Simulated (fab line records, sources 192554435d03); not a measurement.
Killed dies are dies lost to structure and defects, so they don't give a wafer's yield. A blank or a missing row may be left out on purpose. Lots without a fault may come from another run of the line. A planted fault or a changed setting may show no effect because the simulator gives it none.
Chamber matching | flow n5_finfet | N5_BEOL_M0_SAQP_PECVD_04 on pecvd-02: 3 sister chambers
The step deposits a-Si from SiH4/He, target thk 60 nm, time 60.2 s. 3 wafers are shown with their chamber, then 12 later ones without.

WAFERS WITH THEIR CHAMBER
wafer  | chamber | throttle_valve_pct (%)
L089.6 | 0       | 18.7
L091.4 | 1       | 20.1
L091.6 | 2       | 17.4

WAFERS WITHOUT THEIR CHAMBER
wafer  | throttle_valve_pct (%)
L094.4 | 18.5
L094.5 | 19.8
L094.6 | 17.6
L095.1 | 19.9
L095.5 | 20.0
L095.6 | 18.0
L097.1 | 18.6
L097.4 | 18.6
L097.5 | 17.9
L096.1 | 18.4
L096.2 | 18.0
L096.3 | 20.2

WHICH CHAMBER EACH WENT THROUGH
wafer  | from the rows above     | in truth
L094.4 | 0                       | 0
L094.5 | 1                       | 1
L094.6 | 2                       | 2
L095.1 | 1                       | 1
L095.5 | 1                       | 1
L095.6 | can't be placed: 2 or 0 | 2
L097.1 | 0                       | 0
L097.4 | 0                       | 0
L097.5 | can't be placed: 2 or 0 | 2
L096.1 | 0                       | 0
L096.2 | can't be placed: 2 or 0 | 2
L096.3 | 1                       | 1
Placed correctly: 9 of 12. Can't be placed from these rows: 3 (the true chamber is among the candidates in 3). Placed wrongly: 0.
How it was worked out, from the rows above alone: a wafer's distance from a chamber is the root of the sum, over the readings, of the square of ((its reading less the chamber's mean) divided by the reading's scatter). The wafer belongs to the nearest chamber; if the next one is less than 2 further off, it can't be placed. A chamber's mean is the mean of its shown wafers. The scatter: with one shown wafer a chamber, the root of the mean of the squares of how far each hidden wafer lies from its nearest shown one.
